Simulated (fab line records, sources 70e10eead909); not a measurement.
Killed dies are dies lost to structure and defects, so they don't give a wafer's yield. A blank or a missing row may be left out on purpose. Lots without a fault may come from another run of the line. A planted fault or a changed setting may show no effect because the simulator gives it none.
fab line records | flow nand_harc
record lots=11 wafers=33 last_day=33
route steps=1302 shown A_M0@1152 A_M1@1177 END@1302
lots that met no fault: from a run of the same line without faults
start_h: hours from the record's first day to the start of the lot's first wafer shown | wait_h: hours since the lot's step before | " the same as in the row above | L1.1+2: a row that stands for several wafers | - no value, or no start given | * or withheld: withheld | < > ~ a bound
route shown NAME@n: a module of which the file shows steps, and the number in the route of the first | usual: mean/standard deviation of fault-free wafers | same: alike in all rows | chamber/n: place in a boat | sites: the reading at each site | _std_site: their standard deviation | _edge_site: outer sites' mean less inner sites' | radius_mm: how far each site lies from the wafer's centre | mask NAME#n: copy n | behind: the tool/chamber that last shaped the wafer | hold: why the lot was held/for how many hours/how that ended | device: the transistor (n, p or np) that didn't switch | end of line: the same wafers' tests at the end of the route | a step without rows: its recipe alone | killed: dies lost to structure and defects at the first sort, not the wafer's yield | map: a wafer's dies, x killed, . not, _ none there
set.NAME: the setting as run; set.NAME@STEP: as run at that earlier step | model.NAME: the simulator's own value behind a step, which no gauge read
steps of the route over a sample of lots; a table a step, a row a wafer
services: from which hour (start_h, from the record's first day; less than 0 if before it) a tool's chamber was out of use, for how many hours, and why
## steps
# step NHARC_A_M0_ETCH_15
# recipe target_depth_a=1500 overetch_a=150 time_s=82.5 c4f8_flow_sccm=withheld ar_flow_sccm=400 rf_w=600 bias_w=300 chemistry=C4F8/Ar
# usual oes_product_au=0.944/0.022 rf_vpp_V=440.4/2.9
# columns lot.wafer tool chamber start_h wait_h oes_product_au rf_hours_counter_h rf_vpp_V
L444.2 rie_diel-01 2 - - 0.979 8.0 442.7
L444.3 " 0 " " 0.947 6.7 442.3
L444.6 " 2 " " 0.974 - 440.2
L446.3 rie_diel-11 2 - - 0.916 3.8 442.0
L446.1 " 3 " " 0.925 4.7 438.2
L446.6 " 2 " " 0.919 - 441.7
L447.4 rie_diel-11 3 - - 0.922 6.6 438.1
L447.3 " 2 " " 0.909 5.9 441.9
L447.5 " 3 " " 0.921 - 438.4
L448.4 rie_diel-04 2 - - 0.960 1.6 436.4
L448.3 " 3 " " 0.961 2.2 444.5
L448.6 " 2 " " 0.971 - 437.0
L450.3 rie_diel-04 0 - - 0.970 3.0 441.3
L450.2 " 1 " " 0.983 2.5 437.6
L450.6 " 3 " " 0.951 - 446.5
L451.2 rie_diel-04 2 - - 0.927 3.1 438.5
L451.3 " 3 " " 0.912 3.7 443.9
L451.4 " 0 " " 0.926 3.4 441.1
L459.2 rie_diel-11 2 - - 0.925 4.8 440.8
L459.5 " 3 " " 0.930 - 437.3
L459.6 " 0 " " 0.933 - 441.6
L463.3 rie_diel-01 3 - - 0.921 6.7 436.4
L463.2 " 1 " " 0.922 7.3 441.1
L463.6 " 3 " " 0.923 - 436.8
L462.1 rie_diel-01 3 - - 0.954 7.4 437.2
L462.6 " 1 " " 0.955 - 439.4
L462.4 " 2 " " 0.963 - 442.4
L465.2 rie_diel-11 2 - - 0.926 7.4 442.2
L465.1 " 3 " " 0.928 7.4 438.2
L465.6 " 1 " " 0.928 - 439.3
L466.1 rie_diel-01 0 - - 0.973 0.8 441.3
L466.2 " 2 " " 0.979 1.2 443.7
L466.5 " 0 " " 0.972 - 442.8
# step NHARC_A_M0_THK_MEAS_24
# recipe thk_meas_gauge=xrf
# usual thk_nm=113.7/1.6
# columns lot.wafer tool chamber start_h wait_h thk_nm
L444.2 film_metro-01 - 536.21 - 112.4
L444.3 " - " " 114.0
L444.6 " - " " 114.8
L446.1 film_metro-02 - 542.55 - 117.0
L446.3 " - " " 114.7
L446.6 " - " " 115.1
L447.3 film_metro-02 - 569.73 - 112.7
L447.4 " - " " 115.9
L447.5 " - " " 115.8
L448.3 film_metro-01 - 589.97 - 116.6
L448.4 " - " " 112.4
L448.6 " - " " 114.1
L450.2 film_metro-01 - 604.47 - 111.4
L450.3 " - " " 114.4
L450.6 " - " " 111.4
L451.2 film_metro-01 - 624.88 - 114.2
L451.3 " - " " 111.3
L451.4 " - " " 111.1
L459.2 film_metro-02 - 705.99 - 110.5
L459.5 " - " " 113.3
L459.6 " - " " 112.9
L463.2 film_metro-01 - 718.67 - 114.5
L463.3 " - " " 114.5
L463.6 " - " " 112.7
L462.1 film_metro-01 - 728.00 - 115.5
L462.4 " - " " 116.9
L462.6 " - " " 115.8
L465.1 film_metro-01 - 746.81 - 113.6
L465.2 " - " " 116.4
L465.6 " - " " 115.0
L466.1 film_metro-02 - 756.96 - 117.8
L466.2 " - " " 114.5
L466.5 " - " " 113.2
# step NHARC_A_M1_PEB_07
# recipe peb_temp_c=100 peb_time_s=65
# usual heater_power_total_W=156.6/0.42 plate_temp_C=100.03/0.12 resist_line_temp_C=22.99/0.11
# columns lot.wafer tool chamber start_h wait_h heater_power_total_W plate_temp_C resist_line_temp_C
L444.2 litho_track-04 0 537.68 0.1 156.3 99.88 22.90
L444.3 " 0 " " 156.0 99.85 23.08
L444.6 " 0 " " 156.6 100.23 22.92
L446.1 litho_track-06 0 543.89 0.1 156.5 99.87 23.14
L446.3 " 0 " " 156.4 99.73 22.95
L446.6 " 0 " " 156.8 100.08 22.96
L447.3 litho_track-04 0 571.20 0.0 156.3 100.14 23.11
L447.4 " 0 " " 156.8 100.11 22.87
L447.5 " 0 " " 157.0 100.17 23.30
L448.3 litho_track-06 0 591.31 0.0 156.9 100.01 22.69
L448.4 " 0 " " 156.3 100.11 22.89
L448.6 " 0 " " 156.3 99.86 22.85
L450.2 litho_track-01 0 605.93 0.1 156.8 100.04 22.93
L450.3 " 0 " " 157.0 100.08 22.99
L450.6 " 0 " " 155.9 100.14 22.98
L451.2 litho_track-01 0 626.36 0.1 156.3 100.12 23.08
L451.3 " 0 " " 157.0 100.12 23.01
L451.4 " 0 " " 157.0 100.12 23.12
L459.2 litho_track-01 0 707.46 0.1 162.8 102.81 23.19
L459.5 " 0 " " 162.3 102.82 23.00
L459.6 " 0 " " 162.0 102.75 23.06
L463.2 litho_track-06 0 720.02 0.1 157.1 99.80 23.07
L463.3 " 0 " " 155.9 100.00 23.05
L463.6 " 0 " " 157.2 99.99 23.11
L462.1 litho_track-01 0 729.47 0.1 162.5 102.71 23.00
L462.4 " 0 " " 162.9 102.86 22.91
L462.6 " 0 " " 162.9 102.87 23.09
L465.1 litho_track-04 0 748.16 0.1 157.1 100.02 22.94
L465.2 " 0 " " 157.1 99.94 22.84
L465.6 " 0 " " 157.1 100.19 23.05
L466.1 litho_track-06 0 758.31 0.1 157.1 99.94 22.87
L466.2 " 0 " " 156.3 100.02 22.91
L466.5 " 0 " " 156.1 99.99 22.98
# step NHARC_A_M1_CD_MEAS_09
# recipe target_cd_nm=120 landing_energy_ev=500
# usual cd_nm=120.0/0.59
# columns lot.wafer tool chamber start_h wait_h cd_nm
L444.2 cd_sem-03 0 537.76 - 120.0
L444.3 " 0 " " 120.2
L444.6 " 0 " " 120.4
L446.1 cd_sem-03 0 543.97 - 120.9
L446.3 " 0 " " 120.2
L446.6 " 0 " " 120.1
L447.3 cd_sem-03 0 571.28 - 119.9
L447.4 " 0 " " 120.5
L447.5 " 0 " " 120.6
L448.3 cd_sem-01 0 591.40 - 120.6
L448.4 " 0 " " 119.6
L448.6 " 0 " " 119.6
L450.2 cd_sem-01 0 606.01 - 119.7
L450.3 " 0 " " 119.2
L450.6 " 0 " " 119.1
L451.2 cd_sem-02 0 626.44 - 120.2
L451.3 " 0 " " 120.0
L451.4 " 0 " " 119.3
L459.2 cd_sem-01 0 707.54 - 130.1
L459.5 " 0 " " 129.9
L459.6 " 0 " " 129.3
L463.2 cd_sem-01 0 720.10 - 119.7
L463.3 " 0 " " 120.4
L463.6 " 0 " " 120.4
L462.1 cd_sem-01 0 729.55 - 126.0
L462.4 " 0 " " 126.7
L462.6 " 0 " " 127.4
L465.1 cd_sem-01 0 748.24 - 120.2
L465.2 " 0 " " 120.3
L465.6 " 0 " " 120.2
L466.1 cd_sem-02 0 758.39 - 120.9
L466.2 " 0 " " 120.3
L466.5 " 0 " " 120.8
# step NHARC_A_M1_DESCUM_14
# recipe time_s=3 o2_flow_sccm=200 ar_flow_sccm=0 bias_power_w=0 chemistry=O2
# usual drypump_motor_current_A=5.7/0.48 oes_product_au=0.997/0.0088 rf_vpp_V=57.6/0.86 showerhead_plenum_p_Torr=1.89/0.096 throttle_valve_pct=11.312/0.0087
# columns lot.wafer tool chamber start_h wait_h drypump_motor_current_A oes_product_au rf_hours_counter_h rf_vpp_V showerhead_plenum_p_Torr throttle_valve_pct
L444.2 rie_diel-12 2 537.95 0.1 4.7 0.992 7.8 58.5 1.98 11.342
L444.3 " 1 " " 6.2 1.007 7.4 56.6 1.83 11.319
L444.6 " 2 " " 4.7 0.992 - 59.3 1.98 11.305
L446.3 rie_diel-12 1 544.16 0.1 6.2 1.019 7.5 58.3 1.83 11.312
L446.1 " 3 " " 6.1 1.006 7.3 56.7 1.87 11.301
L446.6 " 1 " " 6.2 1.009 - 56.7 1.83 11.319
L447.3 rie_diel-06 1 571.46 0.1 6.5 0.999 2.7 56.1 1.91 11.298
L447.4 " 2 " " 5.5 0.997 3.1 58.1 2.06 11.309
L447.5 " 1 " " 6.5 0.986 - 56.3 1.91 11.307
L448.4 rie_diel-06 2 591.58 0.1 5.5 0.995 3.3 58.7 2.06 11.318
L448.3 " 1 " " 6.4 0.999 3.0 58.1 1.91 11.317
L448.6 " 2 " " 5.5 0.997 - 57.1 2.06 11.307
L450.3 rie_diel-12 2 606.19 0.1 4.7 0.995 12.2 56.1 1.98 11.318
L450.2 " 1 " " 6.1 0.999 10.8 57.8 1.83 11.313
L450.6 " 3 " " 6.1 0.994 - 57.2 1.87 11.315
L451.4 rie_diel-06 1 626.62 0.1 6.5 0.987 4.1 57.5 1.91 11.313
L451.3 " 2 " " 5.6 0.988 4.5 59.9 2.06 11.302
L451.2 " 3 " " 6.0 1.002 4.4 57.6 1.82 11.305
L459.2 rie_diel-12 2 707.73 0.1 4.7 0.987 3.7 58.1 1.98 11.325
L459.6 " 1 " " 6.2 0.995 - 57.5 1.83 11.324
L459.5 " 2 " " 4.7 0.986 - 58.2 1.98 11.315
L463.2 rie_diel-03 2 720.29 0.1 5.9 1.002 3.6 57.9 1.77 11.317
L463.3 " 3 " " 6.1 1.002 3.8 58.5 1.84 11.316
L463.6 " 2 " " 5.9 0.995 - 57.8 1.77 11.311
L462.4 rie_diel-06 3 729.74 0.1 6.0 1.006 1.4 58.3 1.82 11.311
L462.1 " 0 " " 5.2 1.018 1.4 58.0 1.78 11.336
L462.6 " 2 " " 5.6 1.009 - 58.1 2.06 11.304
L465.2 rie_diel-12 0 748.44 0.1 5.6 1.018 4.8 59.3 2.03 11.305
L465.1 " 1 " " 6.1 1.008 4.7 55.9 1.83 11.325
L465.6 " 2 " " 4.8 0.982 - 58.4 1.98 11.322
L466.1 rie_diel-03 0 758.57 0.1 5.6 0.992 5.2 57.7 1.89 11.322
L466.2 " 1 " " 5.3 1.002 5.1 56.8 1.79 11.294
L466.5 " 0 " " 5.5 0.991 - 56.9 1.89 11.305
# step NHARC_END_SORT_01
# recipe temp_c=25
# usual defect_limited_yield=92.5/2.5 killed_at_array=46/16 killed_at_other=0.9/1.3 killed_at_periphery=4.1/3 killed_dies=51/17 killed_open=3.5/1.8 killed_short=2.5/1.8 sort_bin_2_pct=2.6/1.1 sort_bin_3_pct=0.6/0.37 sort_bin_4_pct=4.4/1.4 sort_n_pass=626/17 sort_rim_yield_pct=88/4.6 sort_yield_pct=92.5/2.5
# same gross_dies=677 sort_bin_5_pct[%]=0 sort_bin_6_pct[%]=0 sort_bin_7_pct[%]=0 sort_bin_8_pct[%]=0 sort_rim_n_gross=106.00
# columns lot.wafer tool chamber start_h wait_h defect_limited_yield[%] killed_at_array killed_at_other killed_at_periphery killed_dies killed_open killed_short sort_bin_2_pct[%] sort_bin_3_pct[%] sort_bin_4_pct[%] sort_n_pass sort_rim_yield_pct[%] sort_yield_pct[%]
L444.2 prober-01 0 572.01 2.8 87.6 81 1 2 84 5 1 4.4 1.0 6.9 593 83 87.6
L444.3 prober-01 0 572.82 3.1 89.2 72 0 1 73 3 1 4.3 1.3 5.2 604 89 89.2
L444.6 prober-01 0 575.24 4.0 89.5 66 0 5 71 4 2 3.7 0.3 6.5 606 84 89.5
L446.1 prober-01 0 580.01 2.5 92.3 45 0 7 52 4 0 2.7 0.6 4.4 625 88 92.3
L446.3 prober-01 0 581.62 3.1 93.6 34 2 7 43 8 3 2.5 0.3 3.5 634 88 93.6
L446.6 prober-01 0 584.03 4.0 93.4 43 2 0 45 4 1 2.2 0.6 3.8 632 87 93.4
L447.3 prober-01 0 610.03 3.1 93.1 41 1 5 47 2 1 2.2 0.9 3.8 630 94 93.1
L447.4 prober-01 0 610.84 3.4 92.0 44 1 9 54 7 3 2.5 1.2 4.3 623 84 92.0
L447.5 prober-01 0 611.64 3.7 89.4 64 1 7 72 4 0 4.0 0.9 5.8 605 85 89.4
L448.3 prober-02 0 627.34 3.1 94.1 34 1 5 40 4 1 2.4 0.3 3.2 637 89 94.1
L448.4 prober-02 0 628.14 3.4 90.3 63 1 2 66 1 3 3.7 0.7 5.3 611 90 90.3
L448.6 prober-02 0 629.74 4.0 93.8 42 0 0 42 2 1 2.8 0.9 2.5 635 90 93.8
L450.2 prober-02 0 643.20 2.8 94.8 34 0 1 35 1 2 1.6 0.1 3.4 642 88 94.8
L450.3 prober-02 0 644.01 3.1 93.4 44 0 1 45 5 4 2.1 0.6 4.0 632 91 93.4
L450.6 prober-02 0 646.44 4.0 94.7 34 0 2 36 1 3 1.6 0.4 3.2 641 90 94.7
L451.2 prober-02 0 659.54 2.8 92.5 41 2 8 51 4 1 2.4 0.4 4.7 626 88 92.5
L451.3 prober-02 0 660.34 3.1 93.4 38 0 7 45 3 3 2.7 0.7 3.2 632 87 93.4
L451.4 prober-02 0 661.14 3.4 92.9 42 2 4 48 2 1 2.8 0.7 3.5 629 89 92.9
L459.2 prober-02 0 743.01 2.8 88.8 67 6 3 76 5 3 4.4 0.3 6.5 601 83 88.8
L459.5 prober-02 0 745.44 3.7 86.0 88 0 7 95 5 6 4.1 0.9 9.0 582 75 86.0
L459.6 prober-02 0 746.26 4.1 86.4 86 1 5 92 4 5 4.6 1.2 7.8 585 76 86.4
L463.2 prober-01 0 762.69 2.8 91.0 54 2 5 61 2 2 3.4 1.3 4.3 616 83 91.0
L463.3 prober-01 0 763.50 3.1 90.3 59 0 7 66 3 8 4.1 0.7 4.9 611 84 90.3
L463.6 prober-01 0 765.92 4.0 89.1 65 2 7 74 5 1 4.0 1.3 5.6 603 83 89.1
L462.1 prober-01 0 770.71 2.5 93.4 40 0 5 45 7 2 1.9 0.4 4.3 632 89 93.4
L462.4 prober-01 0 773.12 3.4 94.2 36 0 3 39 1 2 1.0 0.3 4.4 638 90 94.2
L462.6 prober-01 0 774.73 4.0 93.4 43 0 2 45 3 2 1.0 0 5.6 632 91 93.4
L465.1 prober-01 0 783.14 2.5 91.9 53 0 2 55 4 3 3.2 0.9 4.0 622 81 91.9
L465.2 prober-01 0 783.93 2.8 90.8 54 3 5 62 4 3 2.7 0.9 5.6 615 84 90.8
L465.6 prober-01 0 787.12 4.0 92.5 49 1 1 51 1 5 2.5 0.6 4.4 626 88 92.5
L466.1 prober-01 0 790.91 2.5 93.6 36 2 5 43 0 7 1.6 0.3 4.4 634 87 93.6
L466.2 prober-01 0 791.72 2.8 92.3 51 0 1 52 2 1 4.0 0.4 3.2 625 90 92.3
L466.5 prober-01 0 794.13 3.7 92.2 50 0 3 53 5 4 2.1 0.6 5.2 624 90 92.2
# killed by level:class
L444.2 A_CHANNEL_HOLE_D2:chamber_film_flake=31 A_SLIT:chamber_film_flake=22 A_CHANNEL_HOLE_D1:chamber_film_flake=14 A_ONON_D1:geometric_particle:open=3 A_ZERO_WELL:chamber_film_flake=3 A_CONTACT:chamber_film_flake=3 P_GATE:geometric_particle:open=1 A_ONON_D2:geometric_particle:short=1
L444.3 A_CHANNEL_HOLE_D2:chamber_film_flake=25 A_SLIT:chamber_film_flake=25 A_CHANNEL_HOLE_D1:chamber_film_flake=16 A_WL_FILL:chamber_film_flake=2 P_CONTACT:geometric_particle:open=1 A_SOURCE_PLATE:geometric_particle:short=1 A_SOURCE_PLATE:geometric_particle:open=1 A_M0:geometric_particle:open=1
L444.6 A_SLIT:chamber_film_flake=26 A_CHANNEL_HOLE_D1:chamber_film_flake=13 A_CHANNEL_HOLE_D2:chamber_film_flake=11 A_CONTACT:unspecified=3 P_ZERO_WELL:chamber_film_flake=2 P_M1:chamber_film_flake=2 A_CONTACT:chamber_film_flake=2 A_CHANNEL_FILL_D1:geometric_particle:short=1
L446.1 A_SLIT:chamber_film_flake=27 A_CHANNEL_HOLE_D2:chamber_film_flake=7 P_CONTACT:chamber_film_flake=3 A_CHANNEL_HOLE_D1:chamber_film_flake=3 A_STAIRCASE:chamber_film_flake=3 A_CONTACT:chamber_film_flake=3 P_M0:geometric_particle:open=2 P_CONTACT:geometric_particle:open=1
L446.3 A_SLIT:chamber_film_flake=13 A_CHANNEL_HOLE_D2:chamber_film_flake=6 P_CONTACT:chamber_film_flake=4 P_CONTACT:geometric_particle:open=2 A_DECK1_JOINT:geometric_particle:open=2 A_CONTACT:chamber_film_flake=2 THIN_TSV:chamber_film_flake=2 A_ONON_D1:geometric_particle:short=1
L446.6 A_SLIT:chamber_film_flake=18 A_CHANNEL_HOLE_D2:chamber_film_flake=12 A_STAIRCASE:chamber_film_flake=4 A_CHANNEL_HOLE_D1:chamber_film_flake=2 THIN_TSV:chamber_film_flake=2 A_DECK1_JOINT:geometric_particle:open=1 A_STAIRCASE:geometric_particle:open=1 A_WL_FILL:geometric_particle:short=1
L447.3 A_CHANNEL_HOLE_D1:chamber_film_flake=21 A_CHANNEL_HOLE_D2:chamber_film_flake=15 P_CONTACT:chamber_film_flake=2 A_CONTACT:chamber_film_flake=2 P_CONTACT:geometric_particle:open=1 P_M0:geometric_particle:open=1 A_CHANNEL_FILL_D1:geometric_particle:short=1 P_ZERO_WELL:chamber_film_flake=1
L447.4 A_CHANNEL_HOLE_D1:chamber_film_flake=16 A_CHANNEL_HOLE_D2:chamber_film_flake=9 A_STAIRCASE:chamber_film_flake=6 A_CONTACT:chamber_film_flake=6 P_M0:geometric_particle:open=3 P_CONTACT:chamber_film_flake=3 A_DECK1_JOINT:geometric_particle:short=2 P_ZERO_WELL:chamber_film_flake=2
L447.5 A_CHANNEL_HOLE_D2:chamber_film_flake=27 A_CHANNEL_HOLE_D1:chamber_film_flake=22 A_CONTACT:chamber_film_flake=6 P_CONTACT:chamber_film_flake=4 A_CONTACT:geometric_particle:open=2 A_CHANNEL_FILL_D1:chamber_film_flake=2 A_WL_FILL:chamber_film_flake=2 P_M0:geometric_particle:open=1
L448.3 A_CHANNEL_HOLE_D2:chamber_film_flake=14 A_CHANNEL_HOLE_D1:chamber_film_flake=8 A_CONTACT:chamber_film_flake=4 P_M0:chamber_film_flake=3 A_STAIRCASE:chamber_film_flake=3 A_WL_FILL:chamber_film_flake=2 P_CONTACT:geometric_particle:short=1 P_CONTACT:geometric_particle:open=1
L448.4 A_CHANNEL_HOLE_D1:chamber_film_flake=31 A_CHANNEL_HOLE_D2:chamber_film_flake=16 A_WL_FILL:chamber_film_flake=4 A_DECK1_JOINT:chamber_film_flake=3 A_STAIRCASE:chamber_film_flake=2 A_CONTACT:chamber_film_flake=2 P_CONTACT:geometric_particle:open=1 A_ONON_D1:geometric_particle:short=1
L448.6 A_CHANNEL_HOLE_D1:chamber_film_flake=13 A_CHANNEL_HOLE_D2:chamber_film_flake=11 A_CONTACT:chamber_film_flake=5 A_STAIRCASE:chamber_film_flake=4 A_ONON_D1:geometric_particle:open=2 A_ZERO_WELL:chamber_film_flake=2 A_SLIT:chamber_film_flake=2 A_WL_FILL:chamber_film_flake=2
L450.2 A_CHANNEL_HOLE_D2:chamber_film_flake=22 A_STAIRCASE:chamber_film_flake=5 A_CHANNEL_HOLE_D1:chamber_film_flake=2 P_STI:geometric_particle:short=1 A_WL_FILL:geometric_particle:short=1 A_WL_FILL:geometric_particle:open=1 A_DECK1_JOINT:chamber_film_flake=1 A_SLIT:chamber_film_flake=1
L450.3 A_CHANNEL_HOLE_D2:chamber_film_flake=32 A_M0:geometric_particle:open=2 P_CONTACT:geometric_particle:short=1 A_SOURCE_PLATE:geometric_particle:open=1 A_CHANNEL_HOLE_D2:geometric_particle:short=1 A_CHANNEL_FILL_D2:geometric_particle:open=1 A_CHANNEL_FILL_D2:geometric_particle:short=1 A_CONTACT:geometric_particle:open=1
L450.6 A_CHANNEL_HOLE_D2:chamber_film_flake=22 A_CHANNEL_HOLE_D1:chamber_film_flake=3 A_STAIRCASE:chamber_film_flake=3 P_GATE:geometric_particle:short=1 A_DECK1_JOINT:geometric_particle:short=1 A_ONON_D2:geometric_particle:short=1 A_CONTACT:geometric_particle:open=1 P_M2:chamber_film_flake=1
L451.2 A_CHANNEL_HOLE_D1:chamber_film_flake=26 A_CHANNEL_HOLE_D2:chamber_film_flake=7 P_M2:chamber_film_flake=6 A_SLIT:chamber_film_flake=2 A_CHANNEL_HOLE_D1:geometric_particle:open=1 A_CHANNEL_FILL_D1:geometric_particle:open=1 A_ONON_D2:geometric_particle:open=1 A_WL_FILL:geometric_particle:short=1
L451.3 A_CHANNEL_HOLE_D1:chamber_film_flake=20 A_CHANNEL_HOLE_D2:chamber_film_flake=10 P_M2:chamber_film_flake=4 P_M0:chamber_film_flake=2 A_CHANNEL_HOLE_D1:geometric_particle:short=1 A_DECK1_JOINT:geometric_particle:open=1 A_DECK1_JOINT:geometric_particle:short=1 A_ONON_D2:geometric_particle:short=1
L451.4 A_CHANNEL_HOLE_D1:chamber_film_flake=26 A_CHANNEL_HOLE_D2:chamber_film_flake=9 P_M2:chamber_film_flake=3 A_DECK1_JOINT:chamber_film_flake=2 THIN_TSV:chamber_film_flake=2 A_SOURCE_PLATE:geometric_particle:open=1 A_WL_FILL:geometric_particle:short=1 A_M0:geometric_particle:open=1
L459.2 A_CHANNEL_HOLE_D1:chamber_film_flake=32 A_SLIT:chamber_film_flake=12 A_CHANNEL_HOLE_D2:chamber_film_flake=11 A_CONTACT:chamber_film_flake=5 A_WL_FILL:chamber_film_flake=3 THIN_TSV:chamber_film_flake=3 A_M1:geometric_particle:short=2 STARTING-WAFER:geometric_particle:open=2
L459.5 A_CHANNEL_HOLE_D2:chamber_film_flake=30 A_CHANNEL_HOLE_D1:chamber_film_flake=29 A_SLIT:chamber_film_flake=16 P_GATE:chamber_film_flake=3 A_CONTACT:chamber_film_flake=3 P_M0:geometric_particle:short=2 A_BONDPAD:chamber_film_flake=2 P_CONTACT:geometric_particle:open=1
L459.6 A_SLIT:chamber_film_flake=32 A_CHANNEL_HOLE_D1:chamber_film_flake=25 A_CHANNEL_HOLE_D2:chamber_film_flake=13 A_CONTACT:chamber_film_flake=5 A_M1:geometric_particle:short=2 P_GATE:chamber_film_flake=2 A_WL_FILL:chamber_film_flake=2 P_M0:geometric_particle:open=1
L463.2 A_CHANNEL_HOLE_D2:chamber_film_flake=19 A_SLIT:chamber_film_flake=19 A_CHANNEL_HOLE_D1:chamber_film_flake=8 A_CONTACT:chamber_film_flake=3 P_CONTACT:chamber_film_flake=2 THIN_TSV:chamber_film_flake=2 A_ONON_D1:geometric_particle:open=1 A_CHANNEL_FILL_D1:geometric_particle:short=1
L463.3 A_SLIT:chamber_film_flake=24 A_CHANNEL_HOLE_D2:chamber_film_flake=15 A_CHANNEL_HOLE_D1:chamber_film_flake=4 P_ZERO_WELL:chamber_film_flake=3 A_DECK1_JOINT:geometric_particle:short=2 P_GATE:chamber_film_flake=2 A_STAIRCASE:chamber_film_flake=2 A_CONTACT:chamber_film_flake=2
L463.6 A_CHANNEL_HOLE_D2:chamber_film_flake=33 A_SLIT:chamber_film_flake=21 A_CHANNEL_HOLE_D1:chamber_film_flake=4 P_CONTACT:chamber_film_flake=4 A_BLC:geometric_particle:open=2 P_GATE:chamber_film_flake=2 THIN_TSV:chamber_film_flake=2 P_M0:geometric_particle:open=1
L462.1 A_CHANNEL_HOLE_D1:chamber_film_flake=10 A_CONTACT:chamber_film_flake=10 A_SLIT:chamber_film_flake=6 A_CHANNEL_FILL_D2:chamber_film_flake=3 P_GATE:geometric_particle:open=2 A_SGD_CUT:geometric_particle:open=2 P_GATE:chamber_film_flake=2 A_ZERO_WELL:chamber_film_flake=2
L462.4 A_CHANNEL_HOLE_D1:chamber_film_flake=9 A_SLIT:chamber_film_flake=7 A_CONTACT:chamber_film_flake=6 A_ZERO_WELL:chamber_film_flake=4 A_CHANNEL_FILL_D2:chamber_film_flake=3 P_ZERO_WELL:chamber_film_flake=2 A_CHANNEL_FILL_D1:chamber_film_flake=2 A_WL_FILL:chamber_film_flake=2
L462.6 A_CHANNEL_HOLE_D1:chamber_film_flake=9 A_CONTACT:chamber_film_flake=9 A_SLIT:chamber_film_flake=7 A_ZERO_WELL:chamber_film_flake=5 A_CHANNEL_HOLE_D2:chamber_film_flake=3 A_WL_FILL:geometric_particle:short=2 P_GATE:chamber_film_flake=2 A_STAIRCASE:chamber_film_flake=2
L465.1 A_CHANNEL_HOLE_D2:chamber_film_flake=14 A_STAIRCASE:chamber_film_flake=11 A_SLIT:chamber_film_flake=9 A_CONTACT:chamber_film_flake=6 A_CHANNEL_HOLE_D1:chamber_film_flake=4 A_ONON_D2:geometric_particle:open=2 A_CHANNEL_FILL_D2:geometric_particle:short=2 P_ZERO_WELL:chamber_film_flake=2
L465.2 A_CHANNEL_HOLE_D2:chamber_film_flake=20 A_CHANNEL_HOLE_D1:chamber_film_flake=11 A_STAIRCASE:chamber_film_flake=8 A_SLIT:chamber_film_flake=7 THIN_TSV:chamber_film_flake=3 P_M0:geometric_particle:open=2 A_ZERO_WELL:chamber_film_flake=2 P_M0:geometric_particle:short=1
L465.6 A_CHANNEL_HOLE_D2:chamber_film_flake=26 A_CHANNEL_HOLE_D1:chamber_film_flake=6 A_STAIRCASE:chamber_film_flake=6 A_SLIT:chamber_film_flake=3 A_WL_FILL:geometric_particle:short=2 P_M0:geometric_particle:short=1 A_CHANNEL_FILL_D2:geometric_particle:short=1 A_STAIRCASE:geometric_particle:short=1
L466.1 A_CHANNEL_HOLE_D2:chamber_film_flake=16 A_SLIT:chamber_film_flake=7 A_CONTACT:chamber_film_flake=6 P_ZERO_WELL:chamber_film_flake=3 A_WL_FILL:geometric_particle:short=2 THIN_TSV:chamber_film_flake=2 P_M0:geometric_particle:short=1 P_M1:geometric_particle:short=1
L466.2 A_CHANNEL_HOLE_D2:chamber_film_flake=25 A_SLIT:chamber_film_flake=8 A_CONTACT:chamber_film_flake=7 A_STAIRCASE:chamber_film_flake=6 A_ONON_D1:geometric_particle:open=2 P_CONTACT:geometric_particle:short=1 A_CHANNEL_HOLE_D1:chamber_film_flake=1 A_SGD_CUT:chamber_film_flake=1
L466.5 A_CHANNEL_HOLE_D2:chamber_film_flake=29 A_CONTACT:chamber_film_flake=5 A_ONON_D2:geometric_particle:short=3 A_STAIRCASE:chamber_film_flake=3 A_M0:geometric_particle:open=2 A_DECK1_JOINT:chamber_film_flake=2 A_SGD_CUT:chamber_film_flake=2 P_GATE:geometric_particle:short=1
## services
# columns tool chamber start_h hours kind
rie_diel-06 - 511.38 1.2 repair
litho_track-06 - 529.00 7.0 pm
rie_diel-01 3 537.03 1.6 repair
rie_diel-11 - 546.22 1.0 repair
rie_diel-01 - 557.80 9.0 pm
rie_diel-06 3 561.85 2.5 repair
rie_diel-12 0 568.70 16.6 repair
rie_diel-12 1 570.43 6.3 repair
rie_diel-11 3 578.61 4.8 repair
rie_diel-11 1 594.35 4.4 repair
rie_diel-11 - 609.57 9.0 pm
rie_diel-12 0 619.64 9.3 repair
rie_diel-12 - 622.52 9.0 pm
rie_diel-01 - 624.19 2.0 repair
rie_diel-12 - 640.02 0.8 repair
rie_diel-06 - 661.20 9.0 pm
rie_diel-01 3 662.38 4.5 repair
rie_diel-01 2 666.84 1.5 repair
rie_diel-06 - 672.38 3.3 repair
litho_track-01 - 680.00 7.0 pm
litho_track-06 - 704.00 7.0 pm
rie_diel-01 - 734.80 9.0 pm
rie_diel-12 2 749.76 12.7 repair
rie_diel-11 1 749.84 8.0 repair
## key
first_sign step=NHARC_A_M1_PEB_07 reading=plate_temp_C direction=up sigmas=22 usual=* struck=*
effect step=NHARC_A_M1_PEB_07 reading=heater_power_total_W direction=up sigmas=14 usual=* struck=*
effect step=NHARC_A_M1_CD_MEAS_09 reading=cd_nm direction=up sigmas=14 usual=120.0 struck=128.2 through=control_loop
met_at NHARC_A_M1_PEB_07
struck_lots L459,L462
loop_trim step=NHARC_A_M1_EXPOSE_06 setting=dose lots=L462
not_acting_at NHARC_A_M0_ETCH_15,NHARC_A_M0_THK_MEAS_24,NHARC_A_M1_DESCUM_14
onset_between 626.36 707.46
fault kind=process_parameter_drift tool=litho_track-01 chamber=- onset_h=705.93 steps=NHARC_A_M1_PEB_07 channel=peb_temp_c offset=* shape=step end_h=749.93 acts_in=* stated=*
# loop_trim: a control loop set the setting to another value than it would have without faults
